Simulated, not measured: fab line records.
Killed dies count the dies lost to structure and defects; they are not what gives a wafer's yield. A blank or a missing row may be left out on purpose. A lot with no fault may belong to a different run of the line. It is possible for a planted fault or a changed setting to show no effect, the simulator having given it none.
3 desks looking at one fault -- flow n5_finfet -- only its own numbers are on each desk; what lay behind them is given at the end

## METROLOGY DESK
Lot by lot, what the gauges showed, no matter which tool ran the lot: averages of those sampled wafers that carry a number. A lot is out of limits, marked OUT, if its mean lies more than 4 standard deviations from the usual mean; the brackets give that distance.
Columns: A = cd_nm at N5_BEOL_M6_CD_MEAS_11, usual 38.3 nm; B = M6_OVL at N5_BEOL_M6_OVL_MEAS_12, usual 0.6 nm
lot,first seen here,A,B
L710,day 9 18:27,39.3,0.6
L715,day 11 02:40,38.5,1.1
L716,day 11 11:53,38.4,0.8
L721,day 12 22:01,38.1,0.4
L722,day 13 02:31,38.7,1.2
L726,day 14 07:02,38.7,1.3
L725,day 14 19:03,38.5,1.1
This desk found nothing out of limits on any of the 7 lots.

## THE TOOL OWNER'S DESK: rie_metal-02
The tool's own readings at N5_BEOL_M6_HM_OPEN_17 (chemistry Cl2/BCl3, target TiN, target depth 20 nm, overetch 6 nm): means of the sampled wafers that have a number, for each lot that ran on this tool. A lot is out of limits, marked OUT, if its mean lies more than 4 standard deviations from the usual mean; the brackets give that distance.
Columns: A = drypump_motor_current_A at N5_BEOL_M6_HM_OPEN_17, usual 5.8 A; B = oes_product_au at N5_BEOL_M6_HM_OPEN_17, usual 0.67 a.u.; C = throttle_valve_pct at N5_BEOL_M6_HM_OPEN_17, usual 22.16 %
lot,first seen here,A,B,C
L710,day 9 18:49,5.3,0.71,22.35
L715,day 11 03:05,5.5,0.65,22.15
L716,day 11 12:15,5.8,0.57,21.98
L726,day 14 07:25,5.6,0.62,22.11
This desk found nothing out of limits on any of the 4 lots.

## THE DEFECT DESK
Inspection counts along the route, by lot: the mean over sampled wafers that carry a number. A lot is out of limits, marked OUT, if its mean lies more than 4 standard deviations from the usual mean; the brackets give that distance.
Columns: A = raw_defect_count at N5_BEOL_M6_INSPECT_13, usual 387
lot,first seen here,A
L710,day 9 18:30,327
L715,day 11 02:43,380
L716,day 11 11:56,372
L721,day 12 22:04,344
L722,day 13 02:35,444
L726,day 14 07:06,344
L725,day 14 19:07,393
This desk found nothing out of limits on any of the 7 lots.

## TAKEN TOGETHER
The metrology desk saw nothing out of limits.
The tool owner's desk saw nothing out of limits.
The defect desk saw nothing out of limits.

## WHAT THE SIMULATOR PUT IN
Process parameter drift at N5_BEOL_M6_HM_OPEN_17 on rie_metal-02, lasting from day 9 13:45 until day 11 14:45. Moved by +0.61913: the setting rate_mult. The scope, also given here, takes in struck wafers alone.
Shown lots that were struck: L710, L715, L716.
